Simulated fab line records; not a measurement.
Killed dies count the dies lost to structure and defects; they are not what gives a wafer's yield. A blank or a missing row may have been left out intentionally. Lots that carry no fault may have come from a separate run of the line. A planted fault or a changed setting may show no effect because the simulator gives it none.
Matching of chambers | flow n5 finfet | 4 sister chambers for N5_BEOL_M4_VIA_ETCH_34 on rie diel-03
The step etches the open film in C4F6/O2, target depth 69.4 nm, time 65.9 s. 16 wafers are shown with their chamber, then 8 later ones without.

## EACH WAFER AND ITS CHAMBER
wafer  | chamber | throttle valve pct (%) | rf vpp V (V) | oes_o_777_au (a.u.)
L074.4 | 1       | 30.62                  | 673          | 0.86
L074.5 | 2       | 30.53                  | 647          | 0.67
L074.6 | 1       | 30.61                  | 672          | 0.87
L076.3 | 1       | 30.61                  | 673          | 0.86
L076.4 | 3       | 30.71                  | 641          | 0.96
L076.5 | 1       | 30.62                  | 674          | 0.86
L077.2 | 3       | 30.72                  | 640          | 0.96
L077.3 | 2       | 30.54                  | 644          | 0.67
L077.6 | 1       | 30.63                  | 672          | 0.87
L081.1 | 0       | 30.18                  | 681          | 0.70
L081.3 | 2       | 30.57                  | 644          | 0.67
L081.5 | 2       | 30.55                  | 644          | 0.67
L084.1 | 3       | 30.72                  | 641          | 0.92
L084.3 | 1       | 30.65                  | 672          | 0.82
L084.6 | 1       | 30.63                  | 672          | 0.83
L087.2 | 2       | 30.50                  | 654          | 0.93

SIGNATURES (averages over the wafers above)
reading            | chamber 0 | chamber 1 | chamber 2 | chamber 3 | scatter within a chamber
throttle valve pct | 30.1800   | 30.6243   | 30.5380   | 30.7167   | 0.0181
rf vpp V           | 681.00    | 672.57    | 646.60    | 640.67    | 2.58
oes_o_777_au       | 0.7000    | 0.8529    | 0.7220    | 0.9467    | 0.0692
Rule: for each reading, subtract the chamber's mean from the wafer's reading, divide by that reading's scatter and square the result; add these up over the readings and take the root, which gives the wafer's distance from the chamber. If the next closest chamber is less than 2 further off than the closest, the wafer can't be placed; otherwise it belongs to the closest. The scatter is the square root of a quotient: the sum, over the shown wafers, of each reading's squared deviation from its chamber's mean, divided by wafers minus chambers.

## WAFERS WITHOUT THEIR CHAMBER
wafer  | throttle valve pct (%) | rf vpp V (V) | oes_o_777_au (a.u.)
L087.5 | 30.73                  | 639          | 0.91
L087.6 | 30.21                  | 681          | 0.69
L091.1 | 30.72                  | 641          | 0.90
L091.3 | 30.66                  | 672          | 0.81
L091.6 | 30.71                  | 641          | 0.90
L096.1 | 30.14                  | 680          | 0.94
L096.2 | 30.51                  | 656          | 0.88
L096.3 | 30.74                  | 639          | 0.86

## CHAMBER TAKEN BY EACH
wafer  | from the rows above | in truth
L087.5 | 3                   | 3
L087.6 | 0                   | 0
L091.1 | 3                   | 3
L091.3 | 1                   | 1
L091.6 | 3                   | 3
L096.1 | 0                   | 0
L096.2 | 2                   | 2
L096.3 | 3                   | 3
Correctly placed: 8 of 8. From these rows, 0 cannot be placed. Number placed wrongly: 0.
